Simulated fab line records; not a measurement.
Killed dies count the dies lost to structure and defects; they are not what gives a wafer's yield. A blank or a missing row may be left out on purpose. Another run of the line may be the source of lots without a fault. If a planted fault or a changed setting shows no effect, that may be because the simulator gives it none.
Which tool did it? + flow nandHarc + 36 wafers from 12 lots sampled at 6 of the route's 1302 steps

## WHAT THE GAUGES READ, wafer by wafer
NHARC_P_ZERO_WELL_CD_MEAS_11: target cd 500 nm.
| lot  | measured     | on       | cdNm (nm)         |
|------|--------------|----------|-------------------|
| L641 | day 1 21:14  | cdSem-01 | 499.7 498.3 499.9 |
| L642 | day 2 07:07  | cdSem-01 | 499.1 499.9 501.4 |
| L644 | day 3 03:07  | cdSem-01 | 496.2 498.3 496.1 |
| L645 | day 3 13:15  | cdSem-02 | 500.8 501.0 498.6 |
| L646 | day 3 23:07  | cdSem-03 | 497.8 499.3 497.3 |
| L647 | day 4 09:15  | cdSem-01 | 495.6 497.4 498.4 |
| L650 | day 5 15:07  | cdSem-02 | 502.7 502.4 504.4 |
| L651 | day 6 01:15  | cdSem-03 | 499.4 497.3 496.8 |
| L661 | day 10 05:14 | cdSem-03 | 503.0 500.9 503.2 |
| L662 | day 10 15:14 | cdSem-01 | 495.9 500.5 498.1 |
| L663 | day 11 01:07 | cdSem-02 | 494.3 498.2 497.0 |
| L664 | day 11 11:07 | cdSem-02 | 500.0 500.1 500.0 |

NHARC_P_ZERO_WELL_CD_MEAS_37: target cd 720 nm.
| lot  | measured     | on       | cdNm (nm)         |
|------|--------------|----------|-------------------|
| L641 | day 2 00:07  | cdSem-01 | 719.5 721.1 720.1 |
| L642 | day 2 09:51  | cdSem-01 | 719.1 716.4 718.7 |
| L644 | day 3 06:13  | cdSem-03 | 719.0 717.8 717.4 |
| L645 | day 3 16:10  | cdSem-02 | 718.6 717.9 714.3 |
| L646 | day 4 02:09  | cdSem-01 | 720.7 721.7 718.8 |
| L647 | day 4 12:21  | cdSem-02 | 719.8 716.7 722.4 |
| L650 | day 5 18:00  | cdSem-02 | 719.5 717.2 717.7 |
| L651 | day 6 04:05  | cdSem-01 | - - -             |
| L661 | day 10 08:13 | cdSem-01 | 717.5 720.7 720.9 |
| L662 | day 10 18:06 | cdSem-02 | 720.5 718.1 717.7 |
| L663 | day 11 04:05 | cdSem-01 | 717.0 715.7 717.0 |
| L664 | day 11 14:07 | cdSem-03 | 718.0 716.6 717.2 |

NHARC_P_STI_CD_MEAS_16.
| lot  | measured     | on       | cdNm (nm)         |
|------|--------------|----------|-------------------|
| L641 | day 2 21:04  | cdSem-03 | 198.7 198.8 201.8 |
| L642 | day 3 08:52  | cdSem-01 | 199.7 200.0 201.7 |
| L644 | day 4 03:53  | cdSem-02 | 199.1 197.9 200.1 |
| L645 | day 4 14:13  | cdSem-01 | 201.8 196.1 200.0 |
| L646 | day 5 01:22  | cdSem-01 | 200.3 198.1 193.2 |
| L647 | day 5 10:58  | cdSem-03 | 196.0 203.5 200.0 |
| L650 | day 6 20:07  | cdSem-02 | 197.8 199.8 201.1 |
| L661 | day 11 06:47 | cdSem-02 | 202.5 199.1 201.5 |
| L662 | day 11 15:46 | cdSem-03 | 196.8 198.0 196.4 |
| L663 | day 12 03:50 | cdSem-02 | 195.8 198.9 199.6 |
| L664 | day 12 14:42 | cdSem-03 | 196.5 200.5 198.0 |

NHARC_END_SORT_01.
| lot  | measured     | on        | killedAtArray | killedAtOther | killedAtPeriphery | killedDies  | killedOpen | killedShort |
|------|--------------|-----------|---------------|---------------|-------------------|-------------|------------|-------------|
| L641 | day 24 14:31 | prober-01 | 75 81 80      | 0 1 1         | 0 1 1             | 75 83 82    | 0 6 1      | 4 1 6       |
| L642 | day 25 10:02 | prober-01 | 87 75 87      | 0 0 0         | 6 5 3             | 93 80 90    | 8 3 3      | 3 1 2       |
| L645 | day 25 22:12 | prober-01 | 50 66 68      | 0 0 2         | 0 5 1             | 50 71 71    | 2 4 2      | 1 6 4       |
| L650 | day 28 06:49 | prober-02 | 57 48 55      | 3 2 2         | 6 5 5             | 66 55 62    | 3 4 3      | 2 1 2       |
| L651 | day 29 00:11 | prober-02 | 42 43 34      | 1 0 0         | 634 634 643       | 677 677 677 | 3 2 4      | 2 1 2       |

## WHAT TOOL EACH LOT RAN ON (gives the tool, then ch and the chambers of the sampled wafers, and finally the start)
| lot  | NHARC_P_ZERO_WELL_EXPOSE_34      | NHARC_P_STI_ETCH_15             |
|------|----------------------------------|---------------------------------|
| L641 | krfScanner-03 ch 0, day 1 23:58  | rieSi-05 ch 0,2, day 2 20:56    |
| L642 | krfScanner-03 ch 0, day 2 09:42  | rieSi-05 ch 0,1,3, day 3 08:44  |
| L644 | krfScanner-02 ch 0, day 3 06:03  | rieSi-03 ch 0,1, day 4 03:44    |
| L645 | krfScanner-03 ch 0, day 3 16:01  | rieSi-02 ch 1,2, day 4 14:02    |
| L646 | krfScanner-01 ch 0, day 4 02:00  | rieSi-03 ch 0,3, day 5 01:10    |
| L647 | krfScanner-03 ch 0, day 4 12:12  | rieSi-03 ch 0,1, day 5 10:46    |
| L650 | krfScanner-01 ch 0, day 5 17:50  | rieSi-03 ch 0,3, day 6 19:57    |
| L651 | krfScanner-01 ch 0, day 6 03:57  | -                               |
| L661 | krfScanner-01 ch 0, day 10 08:04 | rieSi-03 ch 2,3, day 11 06:37   |
| L662 | krfScanner-03 ch 0, day 10 17:57 | rieSi-05 ch 0,1,2, day 11 15:38 |
| L663 | krfScanner-02 ch 0, day 11 03:56 | rieSi-05 ch 1,2,3, day 12 03:41 |
| L664 | krfScanner-03 ch 0, day 11 13:58 | rieSi-03 ch 1,2, day 12 14:32   |
- NHARC_P_ZERO_WELL_EXPOSE_34: exposes mask P PWELL, target cd 720 nm.
- NHARC_P_STI_ETCH_15: etches the open film in HBr/Cl2, target depth 300 nm, time 100.1 s.

## WHAT THE TOOLS THEMSELVES READ (means of the sampled wafers that have a number; where no wafer has one, the mark that the record gives instead)
NHARC_P_ZERO_WELL_EXPOSE_34.
| lot  | tool          | exposureDoseMJCm2 |
|------|---------------|-------------------|
| L641 | krfScanner-03 | 22.269            |
| L642 | krfScanner-03 | 22.301            |
| L644 | krfScanner-02 | 22.318            |
| L645 | krfScanner-03 | 22.304            |
| L646 | krfScanner-01 | 22.258            |
| L647 | krfScanner-03 | 22.280            |
| L650 | krfScanner-01 | 22.324            |
| L651 | krfScanner-01 | 22.301            |
| L661 | krfScanner-01 | 22.305            |
| L662 | krfScanner-03 | 22.311            |
| L663 | krfScanner-02 | 22.328            |
| L664 | krfScanner-03 | 22.322            |

NHARC_P_STI_ETCH_15.
| lot  | tool     | drypumpMotorCurrentA (A) | oesProductAu (a.u.) | throttleValvePct (%) |
|------|----------|--------------------------|---------------------|----------------------|
| L641 | rieSi-05 | 5.0                      | 0.996               | 26.403               |
| L642 | rieSi-05 | 5.8                      | 0.996               | 26.410               |
| L644 | rieSi-03 | 5.9                      | 1.001               | 26.407               |
| L645 | rieSi-02 | 6.2                      | 1.003               | 26.410               |
| L646 | rieSi-03 | 5.7                      | 0.989               | 26.407               |
| L647 | rieSi-03 | 5.9                      | 0.996               | 26.406               |
| L650 | rieSi-03 | 5.7                      | 1.009               | 26.408               |
| L661 | rieSi-03 | 5.7                      | 1.001               | 26.411               |
| L662 | rieSi-05 | 5.5                      | 0.999               | 26.400               |
| L663 | rieSi-05 | 6.0                      | 0.993               | 26.415               |
| L664 | rieSi-03 | 5.7                      | 0.997               | 26.398               |

## THE ANSWER, worked out from the rows above alone
Rule: usual is defined by the lots themselves. Put in order of their means at a reading, lots are off if they are a third of the lots or fewer, leave a main group of 4 or more, and stand apart from it by a gap of 3 or more times the standard deviation of the main group's means; of several such gaps the widest counts. Not used: any main group whose means are identical at the precision the tables above print for the reading. A lot without any number at a reading at which 4 lots or more have one is off too. Any other lot the step has rows for is counted as sound. First the gauges in route order, then the tools' own readings, where a lot's mean is used as printed above. At the first step where some lot is off, the reading lying furthest off is the one used; lots without a number count as furthest.
Off: L651 (NHARC_P_ZERO_WELL_CD_MEAS_37, cdNm). Without a number there: L651. Main group: mean 718.5 nm, sd 1.3.
If a tool, at a process step before that reading, ran all the lots that are off and no sound lot after the first of them, it fits. Not tried: the gauges at NHARC_P_ZERO_WELL_CD_MEAS_37; whatever is off there is also off at NHARC_END_SORT_01, on other tools, and gauge error can't account for it. No candidate that was tried fits.

## WHAT THE SIMULATOR HAD INSERTED
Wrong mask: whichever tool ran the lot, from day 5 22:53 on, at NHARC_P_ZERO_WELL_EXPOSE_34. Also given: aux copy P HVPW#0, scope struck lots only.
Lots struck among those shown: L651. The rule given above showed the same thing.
